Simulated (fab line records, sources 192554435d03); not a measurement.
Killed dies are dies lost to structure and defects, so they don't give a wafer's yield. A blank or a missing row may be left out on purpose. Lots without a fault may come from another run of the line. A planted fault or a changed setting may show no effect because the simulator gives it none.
fab line records | flow n5_finfet
record lots=24 wafers=72 last_day=19
route steps=1938 shown MOL_CONTACT_COAG@627 BEOL_M0_SAQP@639
lots that met no fault: from a run of the same line without faults
start_h: hours from the record's first day to the start of the lot's first wafer shown | wait_h: hours since the lot's step before | " the same as in the row above | L1.1+2: a row that stands for several wafers | - no value, or no start given | * or withheld: withheld | < > ~ a bound
route shown NAME@n: a module of which the file shows steps, and the number in the route of the first | usual: mean/standard deviation of fault-free wafers | same: alike in all rows | chamber/n: place in a boat | sites: the reading at each site | _std_site: their standard deviation | _edge_site: outer sites' mean less inner sites' | radius_mm: how far each site lies from the wafer's centre | mask NAME#n: copy n | behind: the tool/chamber that last shaped the wafer | hold: why the lot was held/for how many hours/how that ended | device: the transistor (n, p or np) that didn't switch | end of line: the same wafers' tests at the end of the route | a step without rows: its recipe alone | killed: dies lost to structure and defects at the first sort, not the wafer's yield | map: a wafer's dies, x killed, . not, _ none there
set.NAME: the setting as run; set.NAME@STEP: as run at that earlier step | model.NAME: the simulator's own value behind a step, which no gauge read
steps of the route over a sample of lots; a table a step, a row a wafer
services: from which hour (start_h, from the record's first day; less than 0 if before it) a tool's chamber was out of use, for how many hours, and why
## steps
# step N5_MOL_CONTACT_COAG_CMP_52
# recipe stop_on=SiO2 t_overpolish_s=1.5 post_cmp_clean=w_dilute_nh4oh down_force_psi=4 platen_rpm=50.289 pad_velocity_m_s=1.0006 target_thk_nm=66.5
# usual motor_current_A=12.6/1.3 overpolish_run_s=1.500/0.009 time_to_endpoint_s=13.5/2.9
# columns lot.wafer tool chamber start_h wait_h motor_current_A overpolish_run_s time_to_endpoint_s
L074.4 cmp-04 3 100.96 0.0 13.5 1.498 15.9
L074.5 " 3 " " 13.3 1.514 17.4
L074.6 " 0 " " 11.2 1.492 12.6
L075.1 cmp-02 0 109.34 0.4 13.5 1.505 12.0
L075.2 " 2 " " 16.1 1.493 13.8
L075.6 " 1 " " 10.3 1.500 20.4
L076.4 cmp-02 3 112.85 0.0 11.9 1.506 9.6
L076.3 " 1 " " 10.9 1.505 15.7
L076.6 " 0 " " 12.7 1.489 10.6
L077.3 cmp-04 1 120.26 0.1 12.6 1.487 15.7
L077.2 " 2 " " 12.6 1.484 13.4
L077.1 " 3 " " 13.3 1.495 14.6
L078.3 cmp-04 3 124.23 0.0 13.6 1.497 11.7
L078.2 " 2 " " 12.7 1.491 9.6
L078.6 " 3 " " 13.6 1.509 12.3
L079.1 cmp-04 1 131.43 0.0 12.5 1.493 17.1
L079.3 " 2 " " 12.6 1.502 14.6
L079.4 " 3 " " 13.0 1.515 15.3
L081.4 cmp-01 2 144.44 0.1 12.7 1.497 13.6
L081.1 " 1 " " 12.5 1.497 13.3
L081.5 " 3 " " 12.4 1.493 11.8
L080.4 cmp-01 0 149.28 0.1 12.9 1.490 15.2
L080.1 " 1 " " 11.9 1.505 18.3
L080.5 " 0 " " 12.9 1.496 11.5
L082.1 cmp-04 0 153.78 0.0 10.5 1.490 13.7
L082.3 " 1 " " 13.1 1.518 14.9
L082.4 " 3 " " 13.3 1.508 12.6
L083.2 cmp-04 1 154.55 0.1 11.9 1.495 15.6
L083.5 " 0 " " 10.9 1.498 9.8
L083.6 " 1 " " 12.3 1.478 14.4
L084.1 cmp-04 2 167.56 0.1 12.3 1.507 12.0
L084.3 " 0 " " 10.7 1.498 14.3
L084.6 " 2 " " 11.9 1.507 15.2
L085.4 cmp-04 2 170.94 0.0 13.1 1.501 13.6
L085.2 " 1 " " 12.8 1.513 16.3
L085.5 " 3 " " 13.2 1.497 15.7
L086.2 cmp-01 3 174.76 0.0 12.6 1.500 12.3
L086.3 " 1 " " 12.0 1.506 19.0
L086.1 " 2 " " 13.7 1.504 16.8
L087.4 cmp-01 1 178.66 0.0 11.3 1.516 16.6
L087.1 " 3 " " 12.2 1.497 10.9
L087.5 " 1 " " 11.5 1.497 15.9
L088.4 cmp-01 1 190.07 0.1 11.8 1.486 15.2
L088.1 " 2 " " 13.5 1.498 16.4
L088.5 " 0 " " 12.4 1.493 11.7
L089.3 cmp-01 1 193.29 0.0 11.8 1.487 19.2
L089.1 " 3 " " 12.7 1.504 11.2
L089.6 " 1 " " 12.1 1.508 16.7
L090.3 cmp-02 2 197.86 0.1 16.2 1.514 11.1
L090.2 " 3 " " 11.8 1.505 7.8
L090.6 " 1 " " 10.4 1.491 16.6
L091.4 cmp-04 1 205.94 0.1 12.5 1.512 15.2
L091.6 " 2 " " 12.3 1.509 11.2
L091.5 " 3 " " 13.6 1.509 14.3
L092.3 cmp-02 3 215.58 0.1 11.8 1.492 8.5
L092.1 " 0 " " 12.8 1.498 12.9
L092.6 " 1 " " 10.5 1.508 15.4
L093.4 cmp-01 3 216.98 0.0 13.0 1.500 8.3
L093.2 " 2 " " 13.6 1.502 16.5
L093.6 " 3 " " 13.1 1.486 9.9
L094.4 cmp-01 1 225.02 0.1 11.4 1.501 12.1
L094.6 " 0 " " 12.5 1.506 10.7
L094.5 " 1 " " 11.6 1.502 12.5
L095.4 cmp-02 2 228.01 0.1 14.8 1.492 11.3
L095.2 " 3 " " 12.1 1.497 5.5
L095.1 " 0 " " 13.1 1.497 9.6
L096.2 cmp-01 2 234.07 0.1 14.7 1.498 17.2
L096.5 " 0 " " 13.4 1.500 12.3
L096.6 " 1 " " 12.6 1.495 16.1
L097.4 cmp-02 0 243.44 0.0 13.7 1.508 9.4
L097.2 " 3 " " 11.6 1.489 8.2
L097.6 " 1 " " 11.1 1.499 18.0
# step N5_BEOL_M0_SAQP_THK_MEAS_05
# usual thk_nm=59.6/1
# columns lot.wafer tool chamber start_h wait_h thk_nm
L074.4 film_metro-01 - 106.43 0.0 60.3
L074.5 " - " " 59.7
L074.6 " - " " 61.1
L075.1 film_metro-01 - 114.44 0.1 60.8
L075.2 " - " " 59.3
L075.6 " - " " 61.7
L076.3 film_metro-02 - 117.45 0.1 59.1
L076.4 " - " " 58.6
L076.6 " - " " 60.8
L077.1 film_metro-01 - 125.07 0.1 60.1
L077.2 " - " " 58.5
L077.3 " - " " 58.9
L078.2 film_metro-01 - 129.60 0.1 58.2
L078.3 " - " " 59.3
L078.6 " - " " 60.2
L079.1 film_metro-02 - 137.75 0.1 60.4
L079.3 " - " " 58.5
L079.4 " - " " 59.8
L081.1 film_metro-02 - 150.47 0.1 59.0
L081.4 " - " " 60.5
L081.5 " - " " 59.8
L080.1 film_metro-02 - 156.56 0.1 59.8
L080.4 " - " " 58.7
L080.5 " - " " 59.7
L082.1 film_metro-02 - 161.42 0.1 59.4
L082.3 " - " " 60.3
L082.4 " - " " 60.3
L083.2 film_metro-02 - 161.95 0.1 57.9
L083.5 " - " " 60.0
L083.6 " - " " 60.2
L084.1 film_metro-02 - 172.24 0.1 59.3
L084.3 " - " " 58.2
L084.6 " - " " 61.6
L085.2 film_metro-01 - 178.43 0.1 59.6
L085.4 " - " " 61.1
L085.5 " - " " 60.4
L086.1 film_metro-02 - 179.57 0.1 60.7
L086.2 " - " " 57.7
L086.3 " - " " 59.1
L087.1 film_metro-02 - 187.76 0.1 59.4
L087.4 " - " " 59.5
L087.5 " - " " 61.2
L088.1 film_metro-01 - 194.79 0.1 58.2
L088.4 " - " " 59.6
L088.5 " - " " 60.3
L089.1 film_metro-01 - 199.21 0.1 58.9
L089.3 " - " " 60.0
L089.6 " - " " 59.4
L090.2 film_metro-02 - 202.98 0.1 60.3
L090.3 " - " " 59.2
L090.6 " - " " 59.7
L091.4 film_metro-01 - 211.99 0.1 59.0
L091.5 " - " " 60.4
L091.6 " - " " 59.0
L092.1 film_metro-02 - 221.60 0.1 59.5
L092.3 " - " " 61.4
L092.6 " - " " 60.2
L093.2 film_metro-01 - 224.01 0.1 58.5
L093.4 " - " " 59.1
L093.6 " - " " 60.1
L094.4 film_metro-01 - 230.37 0.0 59.8
L094.5 " - " " 61.3
L094.6 " - " " 59.6
L095.1 film_metro-01 - 234.16 0.1 58.0
L095.2 " - " " 58.2
L095.4 " - " " 59.5
L096.2 film_metro-01 - 239.28 0.1 59.5
L096.5 " - " " 61.0
L096.6 " - " " 61.1
L097.2 film_metro-01 - 248.58 0.1 60.3
L097.4 " - " " 61.4
L097.6 " - " " 60.3
# step N5_BEOL_M0_SAQP_ETCH_83
# recipe chemistry=CF4 target=SiARC target_depth_a=390 mask_material=CAR-ArF time_s=65 ion_energy_ev=80 pressure_mtorr=40 source_w=545 bias_w=36 Ar_flow_sccm=100 cf4_flow_sccm=100 ends=cleared
# usual drypump_motor_current_A=5.5/0.35 etch_rf_on_time_s=63.9/2.7 oes_product_au=0.68/0.076 rf_vpp_V=184.2/1.2 showerhead_plenum_p_Torr=2.14/0.06 throttle_valve_pct=15.65/0.28
# columns lot.wafer tool chamber start_h wait_h drypump_motor_current_A etch_rf_on_time_s oes_product_au rf_hours_counter_h rf_vpp_V showerhead_plenum_p_Torr throttle_valve_pct
L074.4 rie_diel-06 2 107.05 0.0 5.3 65.8 0.75 31 185.7 2.19 15.23
L074.5 " 1 " " 5.7 63.3 0.61 - 183.2 2.11 15.57
L074.6 " 0 " " 5.5 64.0 0.64 - 182.9 2.07 16.05
L075.1 rie_diel-01 1 115.07 0.0 5.8 69.0 0.66 129 184.2 2.23 15.52
L075.2 " 0 " " 6.3 67.2 0.58 253 184.5 2.11 15.64
L075.6 " 0 " " 6.3 66.9 0.57 - 184.1 2.11 15.64
L076.3 rie_diel-04 0 118.05 0.0 5.3 66.9 0.60 210 184.9 2.21 16.12
L076.4 " 1 " " 5.6 63.3 0.60 225 184.9 2.19 15.98
L076.6 " 3 " " 5.1 66.5 0.58 - 184.6 2.11 15.82
L077.1 rie_diel-06 1 125.75 0.0 5.8 65.1 0.60 220 183.5 2.11 15.56
L077.2 " 0 " " 5.5 65.9 0.64 165 182.5 2.07 16.05
L077.3 " 2 " " 5.3 66.3 0.74 37 185.4 2.18 15.24
L078.2 rie_diel-01 2 130.60 0.0 5.1 60.0 0.77 52 183.4 2.19 15.60
L078.3 " 0 " " 6.3 67.3 0.57 259 183.6 2.11 15.66
L078.6 " 2 " " 5.1 60.0 0.77 - 184.5 2.19 15.59
L079.1 rie_diel-04 2 138.36 0.0 5.6 60.3 0.68 129 182.8 2.05 15.43
L079.3 " 1 " " 5.6 63.2 0.61 230 185.0 2.19 16.00
L079.4 " 2 " " 5.6 60.7 0.67 - 183.7 2.05 15.46
L081.1 rie_diel-04 0 151.08 0.0 5.3 66.8 0.59 220 185.1 2.21 16.15
L081.4 " 0 " " 5.3 65.7 0.60 - 185.7 2.21 16.14
L081.5 " 1 " " 5.6 61.9 0.61 - 184.8 2.19 16.00
L080.1 rie_diel-06 3 157.04 0.0 4.9 65.8 0.64 174 185.5 2.11 15.65
L080.4 " 2 " " 5.4 66.4 0.73 46 184.8 2.18 15.27
L080.5 " 0 " " 5.5 65.8 0.64 - 182.1 2.06 16.06
L082.1 rie_diel-01 1 162.16 0.0 5.7 69.5 0.64 146 185.4 2.23 15.57
L082.3 " 3 " " 5.3 63.3 0.74 84 185.0 2.17 15.57
L082.4 " 2 " " 5.1 60.3 0.76 - 184.6 2.18 15.63
L083.2 rie_diel-04 3 162.56 0.0 5.2 62.2 0.85 1 183.3 2.11 15.37
L083.5 " 2 " " 5.6 60.5 0.68 - 182.9 2.05 15.47
L083.6 " 3 " " 5.1 62.2 0.85 - 181.8 2.11 15.37
L084.1 rie_diel-01 1 172.72 0.0 5.8 68.5 0.64 149 184.7 2.23 15.57
L084.3 " 0 " " 6.3 63.9 0.84 3 182.0 2.10 15.13
L084.6 " 1 " " 5.7 68.0 0.65 - 185.2 2.23 15.57
L085.2 rie_diel-01 1 178.91 0.0 5.8 68.0 0.65 150 184.7 2.23 15.58
L085.4 " 3 " " 5.3 62.8 0.73 89 184.8 2.17 15.58
L085.5 " 2 " " 5.1 59.5 0.75 - 182.6 2.18 15.64
L086.1 rie_diel-04 0 180.18 0.0 5.3 66.7 0.59 227 186.1 2.21 16.16
L086.2 " 3 " " 5.2 62.6 0.83 5 183.9 2.11 15.39
L086.3 " 1 " " 5.6 62.8 0.60 243 185.6 2.19 16.03
L087.1 rie_diel-01 0 188.36 0.0 6.4 64.4 0.82 7 183.7 2.10 15.14
L087.4 " 3 " " 5.3 63.4 0.72 92 183.7 2.17 15.59
L087.5 " 3 " " 5.3 63.9 0.71 - 184.2 2.17 15.60
L088.1 rie_diel-06 3 195.40 0.0 4.9 64.6 0.63 185 184.9 2.11 15.66
L088.4 " 0 " " 5.5 64.8 0.62 182 183.8 2.06 16.07
L088.5 " 1 " " 5.8 63.9 0.59 - 183.7 2.11 15.60
L089.1 rie_diel-04 0 199.84 0.0 5.3 66.7 0.59 234 184.4 2.21 16.18
L089.3 " 1 " " 5.6 63.5 0.59 249 185.0 2.18 16.04
L089.6 " 1 " " 5.6 63.1 0.60 - 185.4 2.18 16.04
L090.2 rie_diel-01 0 203.46 0.0 6.3 64.0 0.81 13 183.3 2.10 15.13
L090.3 " 2 " " 5.1 60.2 0.74 77 183.2 2.18 15.66
L090.6 " 2 " " 5.1 59.9 0.75 - 185.8 2.18 15.65
L091.4 rie_diel-04 2 212.62 0.0 5.6 61.2 0.66 - 180.7 2.04 15.49
L091.5 " 0 " " 5.3 65.6 0.59 - 182.4 2.20 16.18
L091.6 " 3 " " 5.2 62.6 0.79 - 185.0 2.11 15.42
L092.1 rie_diel-04 0 222.57 0.0 5.3 65.2 0.59 243 184.4 2.20 16.19
L092.3 " 2 " " 5.6 60.3 0.66 156 182.5 2.04 15.51
L092.6 " 3 " " 5.1 61.8 0.79 - 182.7 2.10 15.39
L093.2 rie_diel-01 2 224.50 0.0 5.1 60.8 0.73 83 184.8 2.18 15.66
L093.4 " 3 " " 5.2 63.6 0.71 104 185.0 2.17 15.63
L093.6 " 3 " " 5.2 62.8 0.72 - 184.4 2.16 15.63
L094.4 rie_diel-04 3 231.47 0.0 5.2 62.2 0.78 24 184.4 2.10 15.41
L094.5 " 2 " " 5.6 60.6 0.66 - 183.7 2.04 15.50
L094.6 " 3 " " 5.2 62.4 0.78 - 183.9 2.10 15.42
L095.1 rie_diel-06 2 234.70 0.0 5.3 64.6 0.71 68 183.8 2.17 15.29
L095.2 " 3 " " 4.9 65.0 0.62 197 184.4 2.11 15.69
L095.4 " 0 " " 5.5 64.5 0.62 - 184.6 2.06 16.10
L096.2 rie_diel-01 1 239.91 0.0 5.8 68.7 0.63 171 184.7 2.22 15.64
L096.5 " 2 " " 5.1 59.5 0.74 - 184.8 2.18 15.67
L096.6 " 1 " " 5.8 68.7 0.62 - 185.2 2.22 15.63
L097.2 rie_diel-06 0 249.07 0.0 5.5 63.7 0.61 201 182.6 2.05 16.10
L097.4 " 3 " " 4.9 64.4 0.62 - 184.2 2.10 15.69
L097.6 " 0 " " 5.5 63.7 0.62 - 181.8 2.05 16.12
# step N5_BEOL_M0_SAQP_CD_MEAS_25
# recipe target_cd_nm=13.1 landing_energy_ev=1000 detector=se_inlens
# usual cd_nm=12.74/0.22
# columns lot.wafer tool chamber start_h wait_h cd_nm
L074.4 cd_sem-03 0 108.58 0.1 12.79
L074.5 " 0 " " 12.72
L074.6 " 0 " " 12.78
L075.1 cd_sem-01 0 116.60 0.1 12.37
L075.2 " 0 " " 12.61
L075.6 " 0 " " 12.43
L076.3 cd_sem-01 0 120.61 0.1 12.80
L076.4 " 0 " " 12.74
L076.6 " 0 " " 12.38
L077.1 cd_sem-02 0 127.29 0.1 12.87
L077.2 " 0 " " 13.06
L077.3 " 0 " " 12.71
L078.2 cd_sem-01 0 133.17 0.1 12.82
L078.3 " 0 " " 12.89
L078.6 " 0 " " 12.68
L079.1 cd_sem-01 0 139.97 0.1 12.81
L079.3 " 0 " " 12.58
L079.4 " 0 " " 12.87
L081.1 cd_sem-01 0 152.74 0.1 12.46
L081.4 " 0 " " 13.01
L081.5 " 0 " " 12.77
L080.1 cd_sem-01 0 158.57 0.1 12.50
L080.4 " 0 " " 12.49
L080.5 " 0 " " 12.64
L082.1 cd_sem-01 0 163.81 0.1 12.78
L082.3 " 0 " " 12.67
L082.4 " 0 " " 12.89
L083.2 cd_sem-02 0 164.30 0.1 12.67
L083.5 " 0 " " 12.72
L083.6 " 0 " " 12.38
L084.1 cd_sem-03 0 174.45 0.1 12.71
L084.3 " 0 " " 12.22
L084.6 " 0 " " 12.70
L085.2 cd_sem-01 0 181.86 0.1 12.98
L085.4 " 0 " " 12.58
L085.5 " 0 " " 12.89
L086.1 cd_sem-01 0 182.27 0.1 12.70
L086.2 " 0 " " 12.23
L086.3 " 0 " " 12.64
L087.1 cd_sem-03 0 189.94 0.1 13.01
L087.4 " 0 " " 12.94
L087.5 " 0 " " 12.83
L088.1 cd_sem-03 0 196.95 0.1 12.89
L088.4 " 0 " " 12.56
L088.5 " 0 " " 12.60
L089.1 cd_sem-03 0 201.37 0.1 12.97
L089.3 " 0 " " 12.69
L089.6 " 0 " " 12.81
L090.2 cd_sem-03 0 205.55 0.1 12.71
L090.3 " 0 " " 12.89
L090.6 " 0 " " 12.41
L091.4 cd_sem-02 0 214.17 0.1 12.69
L091.5 " 0 " " 12.98
L091.6 " 0 " " 12.59
L092.1 cd_sem-02 0 224.12 0.1 13.06
L092.3 " 0 " " 12.73
L092.6 " 0 " " 12.88
L093.2 cd_sem-03 0 227.21 0.1 12.62
L093.4 " 0 " " 12.27
L093.6 " 0 " " 12.81
L094.4 cd_sem-03 0 233.28 0.0 12.57
L094.5 " 0 " " 13.02
L094.6 " 0 " " 12.74
L095.1 cd_sem-01 0 236.23 0.1 13.11
L095.2 " 0 " " 12.74
L095.4 " 0 " " 13.28
L096.2 cd_sem-01 0 244.40 0.1 12.83
L096.5 " 0 " " 12.86
L096.6 " 0 " " 12.66
L097.2 cd_sem-03 0 250.59 0.1 12.95
L097.4 " 0 " " 12.86
L097.6 " 0 " " 12.53
# step N5_BEOL_M0_SAQP_MANDREL_ETCH_103
# recipe chemistry=HBr/Cl2 target=a-Si target_depth_a=450 bt_time_s=10 stop_on=SiCN mask_material=SiO2 over_etch_frac=0.8 time_s=27 pressure_mtorr=10 icp_w=800 bias_w=75 HBr_flow_sccm=150 Cl2_flow_sccm=80 ends=end_point
# usual drypump_motor_current_A=5.5/0.35 oes_product_au=0.678/0.012 throttle_valve_pct=35.7/0.52
# same bt_time_s=10
# columns lot.wafer tool chamber start_h wait_h drypump_motor_current_A oes_product_au rf_hours_counter_h throttle_valve_pct
L074.4 rie_si-05 2 108.75 0.0 5.5 0.683 61 34.5
L074.5 " 3 " " 5.1 0.686 - 35.6
L074.6 " 0 " " 6.2 0.683 - 35.6
L075.1 rie_si-03 2 116.78 0.0 6.0 0.663 82 35.5
L075.2 " 3 " " 5.4 0.684 175 35.7
L075.6 " 1 " " 5.3 0.681 - 36.2
L076.3 rie_si-03 3 120.98 0.0 5.4 0.681 175 35.8
L076.4 " 1 " " 5.3 0.688 48 36.2
L076.6 " 1 " " 5.2 0.662 - 36.3
L077.1 rie_si-03 1 127.46 0.0 5.2 0.669 48 36.3
L077.2 " 2 " " 6.0 0.660 83 35.5
L077.3 " 3 " " 5.4 0.682 175 35.7
L078.2 rie_si-03 1 133.44 0.0 5.3 0.666 49 36.3
L078.3 " 2 " " 6.0 0.656 83 35.5
L078.6 " 1 " " 5.3 0.669 - 36.3
L079.1 rie_si-01 3 140.15 0.0 5.6 0.688 110 35.7
L079.3 " 1 " " 5.8 0.658 63 35.5
L079.4 " 0 " " 5.4 0.664 195 35.2
L081.1 rie_si-01 1 152.97 0.0 5.8 0.673 64 35.5
L081.4 " 1 " " 5.8 0.674 - 35.5
L081.5 " 2 " " 5.9 0.659 - 35.2
L080.1 rie_si-01 3 158.75 0.0 5.6 0.676 111 35.7
L080.4 " 3 " " 5.6 0.695 - 35.7
L080.5 " 2 " " 5.9 0.679 - 35.2
L082.1 rie_si-03 2 164.02 0.0 6.0 0.668 84 35.5
L082.3 " 0 " " 5.1 0.670 0 36.6
L082.4 " 3 " " 5.4 0.689 176 35.7
L083.2 rie_si-03 1 164.56 0.0 5.2 0.682 49 36.3
L083.5 " 3 " " 5.3 0.686 - 35.7
L083.6 " 0 " " 5.1 0.659 - 36.6
L084.1 rie_si-03 0 174.63 0.0 5.0 0.671 1 36.6
L084.3 " 1 " " 5.3 0.674 50 36.2
L084.6 " 2 " " 6.0 0.686 - 35.5
L085.2 rie_si-05 3 182.03 0.0 5.1 0.678 72 35.6
L085.4 " 2 " " 5.5 0.678 62 34.5
L085.5 " 3 " " 5.1 0.678 - 35.6
L086.1 rie_si-01 2 182.75 0.0 5.9 0.656 129 35.2
L086.2 " 3 " " 5.6 0.688 111 35.7
L086.3 " 1 " " 5.8 0.677 64 35.5
L087.1 rie_si-03 0 190.11 0.0 5.1 0.668 1 36.6
L087.4 " 2 " " 6.0 0.664 84 35.5
L087.5 " 0 " " 5.1 0.671 - 36.6
L088.1 rie_si-01 3 197.13 0.0 5.6 0.681 111 35.7
L088.4 " 2 " " 5.9 0.667 130 35.2
L088.5 " 0 " " 5.4 0.701 - 34.8
L089.1 rie_si-03 0 201.55 0.0 5.1 0.672 1 36.6
L089.3 " 2 " " 6.0 0.670 84 35.5
L089.6 " 0 " " 5.0 0.681 - 36.6
L090.2 rie_si-03 3 205.73 0.0 5.3 0.683 177 35.7
L090.3 " 2 " " 6.0 0.666 84 35.5
L090.6 " 0 " " 5.1 0.685 - 36.6
L091.4 rie_si-05 3 214.35 0.0 5.1 0.679 72 35.6
L091.5 " 2 " " 5.5 0.677 - 34.5
L091.6 " 1 " " 5.1 0.682 - 35.2
L092.1 rie_si-01 0 224.30 0.0 5.4 0.681 1 34.9
L092.3 " 2 " " 5.9 0.661 130 35.2
L092.6 " 2 " " 5.9 0.656 - 35.2
L093.2 rie_si-03 0 227.58 0.0 5.1 0.671 2 36.6
L093.4 " 1 " " 5.2 0.672 50 36.3
L093.6 " 3 " " 5.4 0.696 - 35.7
L094.4 rie_si-03 0 233.67 0.0 5.1 0.685 2 36.6
L094.5 " 2 " " 6.0 0.682 - 35.5
L094.6 " 3 " " 5.4 0.686 - 35.7
L095.1 rie_si-03 3 236.41 0.0 5.4 0.673 177 35.7
L095.2 " 0 " " 5.1 0.683 2 36.6
L095.4 " 2 " " 6.0 0.679 85 35.5
L096.2 rie_si-05 2 244.58 0.0 5.5 0.677 64 34.5
L096.5 " 2 " " 5.5 0.687 - 34.5
L096.6 " 1 " " 5.1 0.693 - 35.2
L097.2 rie_si-01 1 250.77 0.0 5.8 0.670 65 35.5
L097.4 " 2 " " 5.9 0.662 - 35.2
L097.6 " 0 " " 5.4 0.705 - 34.8
# step N5_BEOL_M0_SAQP_STRIP_108
# recipe chemistry=N2/H2 power_w=500 temp_c=40 pressure_mtorr=50 rf_frequency_hz=6e+07 overash_fraction=0.3 bias_power_w=28 h2_frac=0.5 n2_flow_sccm=300 h2_flow_sccm=300
# usual drypump_motor_current_A=5.5/0.39 oes_product_au=0.79/0.084 rf_vpp_V=121.8/0.82 showerhead_plenum_p_Torr=3.35/0.094 throttle_valve_pct=19.1/0.51
# columns lot.wafer tool chamber start_h wait_h drypump_motor_current_A oes_product_au rf_hours_counter_h rf_vpp_V showerhead_plenum_p_Torr throttle_valve_pct
L074.4 rie_diel-04 3 109.40 0.0 5.2 0.67 - 121.9 3.33 19.5
L074.5 " 0 " " 5.3 0.70 - 121.5 3.49 19.7
L074.6 " 2 " " 5.6 0.77 - 121.1 3.23 19.1
L075.1 rie_diel-06 3 117.52 0.0 4.9 0.74 162 122.5 3.34 18.8
L075.2 " 1 " " 5.8 0.71 217 121.3 3.29 18.6
L075.6 " 0 " " 5.5 0.75 - 121.1 3.22 19.8
L076.3 rie_diel-01 3 121.63 0.0 5.3 0.87 69 122.3 3.42 19.3
L076.4 " 1 " " 5.8 0.78 132 123.1 3.50 19.2
L076.6 " 0 " " 6.4 0.67 - 121.2 3.26 18.6
L077.1 rie_diel-01 3 128.10 0.0 5.3 0.87 72 122.8 3.42 19.3
L077.2 " 1 " " 5.7 0.78 134 122.0 3.50 19.2
L077.3 " 2 " " 5.1 0.89 51 122.5 3.41 19.5
L078.2 rie_diel-06 2 134.07 0.0 5.3 0.87 40 123.4 3.41 18.4
L078.3 " 3 " " 4.9 0.74 168 122.0 3.34 18.8
L078.6 " 0 " " 5.5 0.75 - 121.2 3.21 19.8
L079.1 rie_diel-01 3 140.78 0.0 5.3 0.86 76 123.3 3.41 19.3
L079.3 " 1 " " 5.8 0.78 138 122.7 3.50 19.2
L079.4 " 1 " " 5.7 0.78 - 122.5 3.50 19.2
L081.1 rie_diel-06 1 154.22 0.0 5.8 0.70 227 120.5 3.29 18.6
L081.4 " 3 " " 4.9 0.73 174 122.2 3.34 18.8
L081.5 " 2 " " 5.4 0.86 - 122.7 3.41 18.4
L080.1 rie_diel-01 3 159.38 0.0 5.3 0.85 83 122.2 3.41 19.3
L080.4 " 1 " " 5.8 0.77 - 121.5 3.50 19.2
L080.5 " 2 " " 5.1 0.87 - 122.5 3.41 19.5
L082.1 rie_diel-04 0 164.68 0.0 5.3 0.71 223 123.5 3.48 19.7
L082.3 " 1 " " 5.6 0.70 239 122.2 3.43 18.9
L082.4 " 2 " " 5.6 0.76 137 122.2 3.22 19.1
L083.2 rie_diel-06 1 165.35 0.0 5.8 0.70 231 121.1 3.29 18.6
L083.5 " 0 " " 5.5 0.74 - 120.5 3.21 19.9
L083.6 " 1 " " 5.8 0.69 - 121.2 3.29 18.6
L084.1 rie_diel-06 3 175.26 0.0 4.9 0.73 179 122.4 3.33 18.8
L084.3 " 0 " " 5.5 0.73 177 121.6 3.21 19.8
L084.6 " 3 " " 4.9 0.72 - 122.2 3.33 18.8
L085.2 rie_diel-06 2 182.78 0.0 5.3 0.85 52 124.1 3.41 18.4
L085.4 " 1 " " 5.8 0.69 235 122.3 3.28 18.6
L085.5 " 2 " " 5.3 0.85 - 121.8 3.41 18.4
L086.1 rie_diel-01 3 183.49 0.0 5.3 0.85 90 121.0 3.41 19.3
L086.2 " 0 " " 6.4 0.97 6 122.1 3.25 18.1
L086.3 " 2 " " 5.1 0.86 69 121.8 3.40 19.5
L087.1 rie_diel-04 1 190.86 0.0 5.6 0.68 246 121.6 3.42 18.9
L087.4 " 2 " " 5.6 0.75 144 121.8 3.22 19.1
L087.5 " 1 " " 5.6 0.68 - 122.4 3.42 18.9
L088.1 rie_diel-01 0 198.08 0.0 6.3 0.95 10 122.0 3.25 18.1
L088.4 " 0 " " 6.4 0.96 - 120.8 3.25 18.1
L088.5 " 2 " " 5.1 0.85 - 122.4 3.40 19.5
L089.1 rie_diel-01 2 202.27 0.0 5.1 0.84 77 122.0 3.40 19.5
L089.3 " 3 " " 5.3 0.84 97 120.7 3.40 19.3
L089.6 " 0 " " 6.4 0.95 - 120.7 3.25 18.1
L090.2 rie_diel-06 1 206.36 0.0 5.8 0.69 241 121.5 3.28 18.6
L090.3 " 2 " " 5.4 0.84 60 122.4 3.40 18.4
L090.6 " 1 " " 5.8 0.69 - 121.7 3.28 18.6
L091.4 rie_diel-04 3 215.00 0.0 5.2 0.93 - 122.0 3.32 19.2
L091.5 " 0 " " 5.3 0.69 - 120.4 3.47 19.7
L091.6 " 2 " " 5.6 0.74 - 120.8 3.21 19.1
L092.1 rie_diel-01 2 224.93 0.0 5.1 0.84 84 122.7 3.39 19.5
L092.3 " 3 " " 5.3 0.83 104 121.8 3.40 19.3
L092.6 " 1 " " 5.8 0.76 - 122.7 3.49 19.3
L093.2 rie_diel-06 2 228.33 0.0 5.3 0.83 66 120.5 3.40 18.4
L093.4 " 3 " " 4.9 0.71 195 122.6 3.33 18.8
L093.6 " 0 " " 5.5 0.73 - 120.9 3.20 19.9
L094.4 rie_diel-01 2 234.43 0.0 5.1 0.84 85 122.3 3.39 19.5
L094.5 " 1 " " 5.7 0.75 - 122.0 3.48 19.3
L094.6 " 0 " " 6.4 0.92 - 121.4 3.25 18.1
L095.1 rie_diel-01 0 237.09 0.0 6.4 0.92 24 121.4 3.24 18.1
L095.2 " 1 " " 5.8 0.75 169 122.1 3.48 19.3
L095.4 " 1 " " 5.8 0.75 - 122.6 3.48 19.3
L096.2 rie_diel-06 2 245.21 0.0 5.3 0.83 73 121.2 3.39 18.5
L096.5 " 3 " " 4.9 0.70 - 123.6 3.32 18.8
L096.6 " 2 " " 5.3 0.82 - 122.1 3.39 18.4
L097.2 rie_diel-04 2 251.40 0.0 5.6 0.73 166 121.6 3.21 19.2
L097.4 " 1 " " 5.6 0.96 - 122.1 3.42 18.5
L097.6 " 2 " " 5.6 0.73 - 120.6 3.21 19.2
## services
# columns tool chamber start_h hours kind
rie_si-01 - 81.58 0.9 repair
rie_si-03 2 103.49 2.8 repair
rie_diel-01 3 104.50 11.1 repair
cmp-01 - 104.55 13.2 pm
rie_diel-04 1 105.80 7.0 repair
rie_diel-06 - 111.06 0.4 repair
rie_si-05 - 123.69 15.6 pm
cmp-02 - 125.53 1.5 repair
rie_diel-01 0 136.49 4.9 repair
rie_si-05 0 140.84 7.3 repair
cmp-02 - 141.88 13.1 pm
rie_si-03 3 145.68 3.8 repair
rie_si-05 3 151.61 2.5 repair
rie_diel-06 0 168.69 3.0 repair
cmp-04 - 196.59 4.0 pm
cmp-02 - 200.35 0.6 repair
cmp-02 - 216.84 2.0 repair
cmp-01 - 226.86 3.7 repair
rie_diel-01 2 227.08 5.1 repair
rie_si-01 - 230.96 14.6 pm
cmp-02 - 232.28 5.7 pm
rie_diel-01 3 236.89 6.2 repair
rie_si-03 1 248.16 12.2 repair
rie_si-01 3 249.45 17.3 repair
## key
fault none
